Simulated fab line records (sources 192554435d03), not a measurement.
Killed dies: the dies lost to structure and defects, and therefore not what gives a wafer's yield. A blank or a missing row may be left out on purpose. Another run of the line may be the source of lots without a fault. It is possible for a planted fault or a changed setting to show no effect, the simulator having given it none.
fab line records	flow n5_finfet
record lots=7	wafers=39
route steps=1938 shown MOL_CONTACT_COAG@542 BEOL_M0_SAQP@695 BEOL_M1@751 BEOL_M6@1240 BEOL_M10@1527
start_h: hours from the record's opening day to when the first of the lot's shown wafers began	wait_h: hours from the lot's prior step to this one	" the same as in the row above	L1.1+2: one row covering several wafers at once	- no value, or no start was given	* or withheld: withheld	< > ~ a bound
route shown NAME@n: a module of which the file shows steps, and the number in the route of the first	usual: mean/standard deviation of fault-free wafers	same: alike in all rows	chamber/n: place in a boat	sites: each site's reading	_std_site: the standard deviation of these	_edge_site: mean of outer sites minus mean of inner sites	radius_mm: for every site, how far away it sits from the centre of the wafer	mask NAME#n: copy n	behind: tool/chamber where the wafer was last shaped	hold: why the lot went on hold/how many hours it stayed there/how the hold came to an end	device: which transistor (n, p or np) failed to switch	end of line: the same wafers' tests at the end of the route	where a step has no rows: the recipe by itself	killed: dies lost to structure and defects at the first sort, not the wafer's yield	map: per-die view of a wafer (x killed, . not killed, _ where there is no die)
set.NAME: the setting the step ran with; set.NAME@STEP: the setting that earlier step ran with	model.NAME: the simulator's own value behind a step, which no gauge read
lots where settings were altered on purpose, with a table for each step and a row for each wafer
## steps
# step N5_MOL_CONTACT_COAG_PRECLEAN_111
# recipe chemistry=NF3:NH3	afs_cycles=1	temp_c=30	time_s=20	sublimation_temp_c=180	sublimation_time_s=60	pressure_torr=3	rf_power_w=30
lot.wafer	tool	chamber	start_h	wait_h	set.time_s	model.SiNx_of_SPACER0_ALD_07.thk_nm
L076.1+6	remote_plasma-02	0	100.72	0.2	20	1
L076.2	"	0	"	"	20	1.2
L076.3+5	"	0	"	"	31.11	0.6
L076.4	"	0	"	"	31.11	0.8
L077.1+2+4+5+6	remote_plasma-02	1	106.22	0.3	20	1
L077.3	"	1	"	"	20	1.2
L078.1+4+6	remote_plasma-02	0	110.67	0.4	28.6	0.8
L078.2+5	"	0	"	"	20	1.2
L078.3	"	0	"	"	20	1
L080.1	remote_plasma-01	0	127.22	0.2	20	1.2
L080.2+3+4+5+6	"	0	"	"	20	1
L092.1	remote_plasma-02	0	196.82	0.2	20	1
L092.2+5	"	0	"	"	20	1.2
L092.3+4+6	"	0	"	"	8.928	1.6
L095.1+2	remote_plasma-02	0	212.54	0.2	20	1
L095.3	"	0	"	"	20	1.2
L095.4+6	"	0	"	"	14.91	1.2
L095.5	"	0	"	"	14.91	1.4
L096.1	remote_plasma-02	1	225.06	0.3	20	1
L096.2+6	"	1	"	"	20	1.2
# step N5_MOL_CONTACT_COAG_TI_SIL_19
# recipe material=Ti	target_thk_a=42	temp_c=200	chamber_pressure_pa=5	power_w=5000	time_s=15
# step N5_MOL_CONTACT_COAG_ALD_20
# recipe material=TiN	target_thk_a=15	temp_c=400	ald_precursor_family=TiCl4	ald_co_reactant=NH3	pulse_time_s=1	purge_time_s=3	co_reactant_purge_time_s=2	co_reactant_pulse_time_s=2	ald_cycles=68	pressure_torr=3
# step N5_MOL_CONTACT_COAG_WET_ETCH_26
# recipe target=Co	target_depth_nm=13
# step N5_MOL_CONTACT_COAG_WET_ETCH_116
# recipe chemistry=SC1-inhibited	target_depth_nm=4.6	dry=ipa_marangoni	rinse_time_s=30	rinse_temp_c=23
lot.wafer	tool	chamber	start_h	wait_h	set.time_s@MOL_CONTACT_COAG_PRECLEAN_111	model.SiNx_of_GATE_CUT_SAC_CAP_01.thk_nm
L076.1+2	wet_bench-04	6,7	107.06	0.0	20	18.2
L076.3+4+5	"	3,5,4	"	"	31.11	17.8
L076.6	"	0	"	"	20	18
L077.1+2+3+4+5+6	wet_bench-04	6,7,5,2,3,4	114.51	0.0	20	18.2
L078.1+4+6	wet_bench-04	6,4,7	115.19	0.0	28.6	18
L078.2+5	"	0,5	"	"	20	18.2
L078.3	"	1	"	"	20	18.4
L080.1+3+4+6	wet_bench-02	0,2,6,5	132.37	0.0	20	18.2
L080.2+5	"	1,7	"	"	20	18
L092.1+5	wet_bench-02	5,6	203.05	0.0	20	18.2
L092.2	"	4	"	"	20	18.4
L092.3+4+6	"	1,2,3	"	"	8.928	18.6
L095.1+2+3	wet_bench-04	7,1,3	218.13	0.0	20	18.2
L095.4+6	"	4,2	"	"	14.91	18.4
L095.5	"	0	"	"	14.91	18.2
L096.1+2+6	wet_bench-02	5,6,4	232.34	0.0	20	18.2
# step N5_MOL_CONTACT_COAG_ALD_27
# recipe material=SiOC	target_thk_a=170	temp_c=400	ald_precursor_family=carbosiloxane	ald_co_reactant=H2-plasma	pulse_time_s=1.5	time_s=2720	purge_time_s=2	co_reactant_purge_time_s=2	ald_cycles=340	pressure_torr=2
# step N5_MOL_CONTACT_COAG_CMP_28
# recipe stop_on=SiNx	t_overpolish_s=0.85	post_cmp_clean=alkaline_brush	down_force_psi=4.15	platen_rpm=51.8	pad_velocity_m_s=1.0307	target_thk_nm=14.522
# step N5_MOL_CONTACT_COAG_VIA_ETCH_46
# recipe chemistry=C4F6/O2	target_depth_a=460	overetch_a=92	mask_material=SOC	target=SiO2	bias_w=455	pressure_mtorr=10	time_s=40	source_w=325	Ar_flow_sccm=300	C4F6_flow_sccm=10	O2_flow_sccm=10	ion_energy_ev=575.3	ends=end_point
# step N5_MOL_CONTACT_COAG_STRIP_96
# recipe chemistry=N2/H2	power_w=500	temp_c=40	pressure_mtorr=50	rf_frequency_hz=6e+07	overash_fraction=0.3	bias_power_w=28	h2_frac=0.5	n2_flow_sccm=300	h2_flow_sccm=300
# step N5_MOL_CONTACT_COAG_ETCH_47
# recipe chemistry=CH3F/O2	target=SiNx	target_depth_a=270	mask_material=SiO2	stop_on=W	over_etch_frac=0.2	ion_energy_ev=120	endpoint=OES-CN	pressure_mtorr=30	source_w=395	bias_w=73	Ar_flow_sccm=150	CH3F_flow_sccm=30	O2_flow_sccm=20	ends=end_point
lot.wafer	tool	chamber	start_h	wait_h	set.time_s@MOL_CONTACT_COAG_PRECLEAN_111	model.etch.depth_nm
L076.1	rie_diel-01	0	111.91	0.0	20	17.97
L076.2	"	3	"	"	20	17.87
L076.3	"	1	"	"	31.11	17.46
L076.4	"	2	"	"	31.11	17.61
L076.5	"	3	"	"	31.11	17.6
L076.6	"	2	"	"	20	17.76
L077.1	rie_diel-01	0	118.64	0.0	20	18.03
L077.2	"	1	"	"	20	17.91
L077.3	"	3	"	"	20	17.86
L077.4	"	2	"	"	20	17.96
L077.5	"	2	"	"	20	17.88
L077.6	"	3	"	"	20	17.89
L078.1	rie_diel-04	3	118.99	0.0	28.6	17.66
L078.2	"	1	"	"	20	17.84
L078.3	"	2	"	"	20	18.11
L078.4+6	"	0	"	"	28.6	17.73
L078.5	"	3	"	"	20	17.97
L080.1	rie_diel-06	0	136.35	0.0	20	17.9
L080.2+5	"	2,0	"	"	20	17.83
L080.3	"	1	"	"	20	17.92
L080.4	"	2	"	"	20	17.85
L080.6	"	1	"	"	20	17.91
L092.1	rie_diel-06	2	207.45	0.0	20	18
L092.2	"	0	"	"	20	18.07
L092.3	"	1	"	"	8.928	18.26
L092.4+6	"	3,1	"	"	8.928	18.4
L092.5	"	2	"	"	20	17.92
L095.1	rie_diel-06	3	221.95	0.0	20	18.02
L095.2	"	0	"	"	20	17.93
L095.3	"	1	"	"	20	17.86
L095.4	"	2	"	"	14.91	18.17
L095.5	"	3	"	"	14.91	18.01
L095.6	"	2	"	"	14.91	18.11
L096.1	rie_diel-01	3	236.24	0.0	20	17.86
L096.2	"	1	"	"	20	17.87
L096.6	"	3	"	"	20	17.97
# step N5_BEOL_M0_SAQP_CUT_ETCH_46
# recipe chemistry=N2/H2	target=SOC	target_depth_a=1350	overetch_a=270	temp_c=40	time_s=202.5	ion_energy_ev=200	mask_material=SiARC	pressure_mtorr=30	source_w=840	bias_w=150	n2_flow_sccm=200	h2_flow_sccm=200
lot.wafer	tool	chamber	start_h	wait_h	set.target_depth_a	model.SiARC_of_BEOL_M0_SAQP_COAT_72.thk_nm	model.BEOL_M0_SAQP.cd_nm
L076.1	rie_diel-05	1	124.28	0.0	1350	4.8	30.6
L076.2	"	0	"	"	2029	0.6	33.2
L076.3+5	"	2	"	"	1350	5.4	30.2
L076.4	"	3	"	"	2029	1.4	32.4
L076.6	"	3	"	"	2029	1.6	32.4
L077.1	rie_diel-02	3	131.96	0.0	1350	5.4	30.4
L077.2	"	0	"	"	1350	4.6	30
L077.3	"	1	"	"	1350	5.2	30
L077.4	"	2	"	"	1350	4.8	30.2
L077.5	"	2	"	"	1350	4.8	30
L077.6	"	1	"	"	1350	5.2	30.2
L078.1	rie_diel-05	3	133.24	0.0	1350	5.4	29.8
L078.2	"	1	"	"	1350	4.6	29.6
L078.3	"	2	"	"	1350	5.2	29.8
L078.4	"	0	"	"	585.6	9.6	27.8
L078.5	"	3	"	"	585.6	10	28
L078.6	"	2	"	"	585.6	9.8	27.6
L080.1	rie_diel-05	0	149.72	0.0	1350	4.6	30.2
L080.2	"	1	"	"	1350	4.8	30.8
L080.3	"	2	"	"	1350	5.2	30.4
L080.4	"	3	"	"	1850	2.4	32
L080.5	"	2	"	"	1850	2.2	31.2
L080.6	"	3	"	"	1850	2.4	31.6
L092.1	rie_diel-02	1	221.64	0.0	1350	5	29.8
L092.2+4	"	0	"	"	922.1	7.4	28.6
L092.3	"	1	"	"	922.1	7.6	28.6
L092.5	"	1	"	"	1350	5	30
L092.6	"	0	"	"	1350	4.8	29.4
L095.1	rie_diel-03	1	237.30	0.0	1350	5.4	29.8
L095.2	"	2	"	"	2132	0.2	33.8
L095.3	"	0	"	"	1350	5	30.4
L095.4	"	3	"	"	2132	0.6	32.8
L095.5	"	3	"	"	2132	0.4	33
L095.6	"	2	"	"	1350	5	30
L096.1	rie_diel-02	1	249.26	0.0	1350	5	30.2
L096.2	"	3	"	"	1350	5.2	29.8
L096.6	"	0	"	"	1350	4.6	30.4
# step N5_BEOL_M1_ILD_DEP_00
# recipe material=SiOC	target_thk_a=790	temp_c=350	precursor=DEMS/O2	pressure_torr=5	rf_w=500	time_s=15.3
lot.wafer	tool	chamber	start_h	wait_h	set.time_s	model.SiOC_of_BEOL_M1_ILD_DEP_00.thk_nm
L076.1	pecvd-02	2	129.62	0.0	9.129	47.6
L076.2	"	1	"	"	15.3	77.6
L076.3	"	0	"	"	9.129	47.8
L076.4	"	2	"	"	9.129	47.2
L076.5	"	1	"	"	15.3	79.6
L076.6	"	0	"	"	15.3	79.4
L077.1	pecvd-02	0	142.16	0.0	8.33	41.8
L077.2	"	1	"	"	15.3	76.6
L077.3	"	2	"	"	15.3	77.2
L077.4	"	0	"	"	8.33	43
L077.5	"	2	"	"	8.33	43.6
L077.6	"	1	"	"	15.3	78.4
L078.1	pecvd-03	2	145.21	0.0	7.057	36.4
L078.2	"	1	"	"	7.057	36
L078.3	"	0	"	"	15.3	78.4
L078.4	"	1	"	"	15.3	79.4
L078.5	"	2	"	"	7.057	37
L078.6	"	0	"	"	15.3	79.8
L080.1	pecvd-01	2	159.62	0.0	15.3	78.6
L080.2	"	1	"	"	15.3	77.6
L080.3	"	0	"	"	15.3	76.4
L080.4	"	0	"	"	15.3	78
L080.5	"	1	"	"	15.3	78.2
L080.6	"	2	"	"	15.3	79.2
L092.1	pecvd-02	1	228.81	0.0	9.938	49.8
L092.2	"	0	"	"	15.3	75.8
L092.3	"	2	"	"	15.3	78
L092.4	"	2	"	"	9.938	51.4
L092.5	"	1	"	"	15.3	78.6
L092.6	"	0	"	"	9.938	50.4
L095.1	pecvd-03	0	244.66	0.0	15.3	79.2
L095.2	"	1	"	"	22.74	114.6
L095.3	"	2	"	"	15.3	79
L095.4	"	1	"	"	22.74	116.2
L095.5	"	0	"	"	15.3	80.2
L095.6	"	2	"	"	22.74	119.6
L096.1	pecvd-03	2	255.48	0.0	15.3	79.6
L096.2	"	1	"	"	15.3	77
L096.6	"	2	"	"	15.3	80
# step N5_BEOL_M1_THK_MEAS_01
# recipe reads=SiOC_of_BEOL_M1_ILD_DEP_00
# usual M1_ILD_THK=78.5/1
lot.wafer	tool	chamber	start_h	wait_h	set.time_s@BEOL_M1_ILD_DEP_00	M1_ILD_THK[nm]
L076.1	film_metro-01	-	129.69	0.0	9.129	47.7
L076.2	"	-	"	"	15.3	77.7
L076.3	"	-	"	"	9.129	47.7
L076.4	"	-	"	"	9.129	47.2
L076.5	"	-	"	"	15.3	79.7
L076.6	"	-	"	"	15.3	79.4
L077.1	film_metro-01	-	142.23	0.0	8.33	41.9
L077.2	"	-	"	"	15.3	76.6
L077.3	"	-	"	"	15.3	77.1
L077.4	"	-	"	"	8.33	43.1
L077.5	"	-	"	"	8.33	43.5
L077.6	"	-	"	"	15.3	78.5
L078.1	film_metro-01	-	145.28	0.0	7.057	36.4
L078.2	"	-	"	"	7.057	36.0
L078.3	"	-	"	"	15.3	78.4
L078.4	"	-	"	"	15.3	79.3
L078.5	"	-	"	"	7.057	37.1
L078.6	"	-	"	"	15.3	79.8
L080.1	film_metro-02	-	159.69	0.0	15.3	78.5
L080.2	"	-	"	"	15.3	77.5
L080.3	"	-	"	"	15.3	76.6
L080.4	"	-	"	"	15.3	78.1
L080.5	"	-	"	"	15.3	78.2
L080.6	"	-	"	"	15.3	79.2
L092.1	film_metro-02	-	228.87	0.0	9.938	49.7
L092.2	"	-	"	"	15.3	75.7
L092.3	"	-	"	"	15.3	77.9
L092.4	"	-	"	"	9.938	51.3
L092.5	"	-	"	"	15.3	78.5
L092.6	"	-	"	"	9.938	50.5
L095.1	film_metro-02	-	244.72	0.0	15.3	79.2
L095.2	"	-	"	"	22.74	114.6
L095.3	"	-	"	"	15.3	79.1
L095.4	"	-	"	"	22.74	116.1
L095.5	"	-	"	"	15.3	80.2
L095.6	"	-	"	"	22.74	119.7
L096.1	film_metro-02	-	255.54	0.0	15.3	79.7
L096.2	"	-	"	"	15.3	77.1
L096.6	"	-	"	"	15.3	80.0
# step N5_BEOL_M6_ETCH_41
# recipe chemistry=CH3F/O2	target=SiCN	target_depth_a=297	taper_deg=2	time_s=52	ion_energy_ev=120	mask_material=TiN	pressure_mtorr=30	source_w=395	bias_w=75	Ar_flow_sccm=150	CH3F_flow_sccm=30	O2_flow_sccm=20
lot.wafer	tool	chamber	start_h	wait_h	set.time_s	model.etch.depth_nm
L076.1	rie_diel-01	0	-	-	29.24	11.16
L076.2	"	2	"	"	52	19.67
L076.3	"	1	"	"	29.24	10.73
L076.4	"	3	"	"	52	20.19
L076.5	"	1	"	"	52	19.15
L076.6	"	0	"	"	29.24	11.19
L078.1	rie_diel-06	2	-	-	52	19.95
L078.2	"	0	"	"	52	19.79
L078.3	"	1	"	"	28.97	11.23
L078.4	"	2	"	"	28.97	11.05
L078.5	"	0	"	"	28.97	11.02
L078.6	"	1	"	"	52	20.18
L077.1	rie_diel-01	2	-	-	52	19.59
L077.2	"	3	"	"	79.97	31.08
L077.3	"	0	"	"	79.97	30.7
L077.4	"	1	"	"	79.97	29.43
L077.5	"	0	"	"	52	19.92
L077.6	"	3	"	"	52	20.12
L080.1	rie_diel-01	2	-	-	39.61	14.8
L080.2	"	0	"	"	39.61	14.95
L080.3	"	1	"	"	52	18.87
L080.4	"	3	"	"	39.61	15.25
L080.5	"	2	"	"	52	19.29
L080.6	"	1	"	"	52	18.78
L092.1	rie_diel-04	0	-	-	52	19.81
L092.2	"	2	"	"	52	19.05
L092.3	"	1	"	"	52	19.13
L092.4	"	3	"	"	52	20.36
L092.5	"	0	"	"	52	19.7
L092.6	"	3	"	"	52	20.28
L095.1	rie_diel-01	1	-	-	52	19.03
L095.2	"	2	"	"	52	19.49
L095.3	"	0	"	"	75.33	28.69
L095.4	"	3	"	"	75.33	29.48
L095.5	"	0	"	"	75.33	28.68
L095.6	"	3	"	"	52	20.39
L096.1	rie_diel-04	0	-	-	52	19.81
L096.2+6	"	3	"	"	52	20.31
# step N5_BEOL_M10_SPUTTER_48
# recipe material=Cu	target_thk_a=120	temp_c=-20	bias_v=60	power_w=26000	chamber_pressure_pa=0.13	time_s=2
lot.wafer	tool	chamber	start_h	wait_h	set.target_thk_a
L076.1+2+6	pvd_sputter-03	-	239.50	0.1	76.63
L076.3+4+5	"	-	"	"	120
L078.1+3+6	pvd_sputter-03	-	243.24	0.1	49.48
L078.2+4+5	"	-	"	"	120
L077.1+4+5	pvd_sputter-03	-	243.42	0.1	120
L077.2+3+6	"	-	"	"	61.39
L080.1+3+5	pvd_sputter-01	-	269.79	0.1	120
L080.2+4+6	"	-	"	"	94.36
L092.1+2+3	pvd_sputter-02	-	334.01	0.1	120
L092.4+5+6	"	-	"	"	153.9
L095.1+2+5	pvd_sputter-02	-	342.28	0.1	84.27
L095.3+4+6	"	-	"	"	120
L096.1+2+6	pvd_sputter-02	-	353.53	0.1	120
# step N5_BEOL_M10_ECD_50
# recipe material=Cu	target_thk_a=3180
# step N5_BEOL_M10_ANNEAL_51
# recipe temp_c=225	time_s=90	ambient=N2
# step N5_BEOL_M10_DEP_56
# recipe material=SiCN	target_thk_a=150	temp_c=withheld	precursor=3MS/NH3	pressure_torr=3	rf_w=202	time_s=26.5
# step N5_BEOL_M10_INSPECT_58
# recipe inspect_instrument=darkfield	mode=post_dep
# usual raw_defect_count=72/23
lot.wafer	tool	chamber	start_h	wait_h	set.target_thk_a@BEOL_M10_SPUTTER_48	raw_defect_count
L076.1	defect_inspect-02	-	240.54	0.0	76.63	107
L076.2	"	-	"	"	76.63	93
L076.3	"	-	"	"	120	48
L076.4	"	-	"	"	120	58
L076.5	"	-	"	"	120	58
L076.6	"	-	"	"	76.63	79
L078.1	defect_inspect-02	-	244.45	0.0	49.48	277
L078.2	"	-	"	"	120	71
L078.3	"	-	"	"	49.48	243
L078.4	"	-	"	"	120	78
L078.5	"	-	"	"	120	72
L078.6	"	-	"	"	49.48	236
L077.1	defect_inspect-02	-	244.78	0.0	120	87
L077.2	"	-	"	"	61.39	193
L077.3	"	-	"	"	61.39	227
L077.4	"	-	"	"	120	80
L077.5	"	-	"	"	120	81
L077.6	"	-	"	"	61.39	198
L080.1	defect_inspect-02	-	271.24	0.0	120	111
L080.2	"	-	"	"	94.36	109
L080.3	"	-	"	"	120	100
L080.4	"	-	"	"	94.36	107
L080.5	"	-	"	"	120	75
L080.6	"	-	"	"	94.36	108
L092.1	defect_inspect-02	-	335.02	0.0	120	90
L092.2	"	-	"	"	120	59
L092.3	"	-	"	"	120	63
L092.4	"	-	"	"	153.9	63
L092.5	"	-	"	"	153.9	84
L092.6	"	-	"	"	153.9	60
L095.1	defect_inspect-01	-	343.28	0.0	84.27	75
L095.2	"	-	"	"	84.27	73
L095.3	"	-	"	"	120	67
L095.4	"	-	"	"	120	68
L095.5	"	-	"	"	84.27	128
L095.6	"	-	"	"	120	66
L096.1	defect_inspect-02	-	354.65	0.0	120	97
L096.2	"	-	"	"	120	111
L096.6	"	-	"	"	120	106
## key
split step=N5_MOL_CONTACT_COAG_PRECLEAN_111	setting=time_s	stated=20	by=wafer
response step=N5_MOL_CONTACT_COAG_PRECLEAN_111	reading=model.SiNx_of_SPACER0_ALD_07.thk_nm	change=-0.0078	per=1%	r=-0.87
response step=N5_MOL_CONTACT_COAG_WET_ETCH_116	reading=model.SiNx_of_GATE_CUT_SAC_CAP_01.thk_nm	change=-0.00599	per=1%	r=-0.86
response step=N5_MOL_CONTACT_COAG_ETCH_47	reading=model.etch.depth_nm	change=-0.00606	per=1%	r=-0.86
split step=N5_BEOL_M0_SAQP_CUT_ETCH_46	setting=target_depth_a	stated=1350	by=wafer
response step=N5_BEOL_M0_SAQP_CUT_ETCH_46	reading=model.SiARC_of_BEOL_M0_SAQP_COAT_72.thk_nm	change=-0.08	per=1%	r=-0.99
response step=N5_BEOL_M0_SAQP_CUT_ETCH_46	reading=model.BEOL_M0_SAQP.cd_nm	change=+0.0424	per=1%	r=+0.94
split step=N5_BEOL_M1_ILD_DEP_00	setting=time_s	stated=15.3	by=wafer
response step=N5_BEOL_M1_ILD_DEP_00	reading=model.SiOC_of_BEOL_M1_ILD_DEP_00.thk_nm	change=+0.775	per=1%	r=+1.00
response step=N5_BEOL_M1_THK_MEAS_01	reading=M1_ILD_THK	change=+0.774	per=1%	r=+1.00
split step=N5_BEOL_M6_ETCH_41	setting=time_s	stated=52	by=wafer
response step=N5_BEOL_M6_ETCH_41	reading=model.etch.depth_nm	change=+0.198	per=1%	r=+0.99
split step=N5_BEOL_M10_SPUTTER_48	setting=target_thk_a	stated=120	by=wafer
response step=N5_BEOL_M10_INSPECT_58	reading=raw_defect_count	change=-2.04	per=1%	r=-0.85
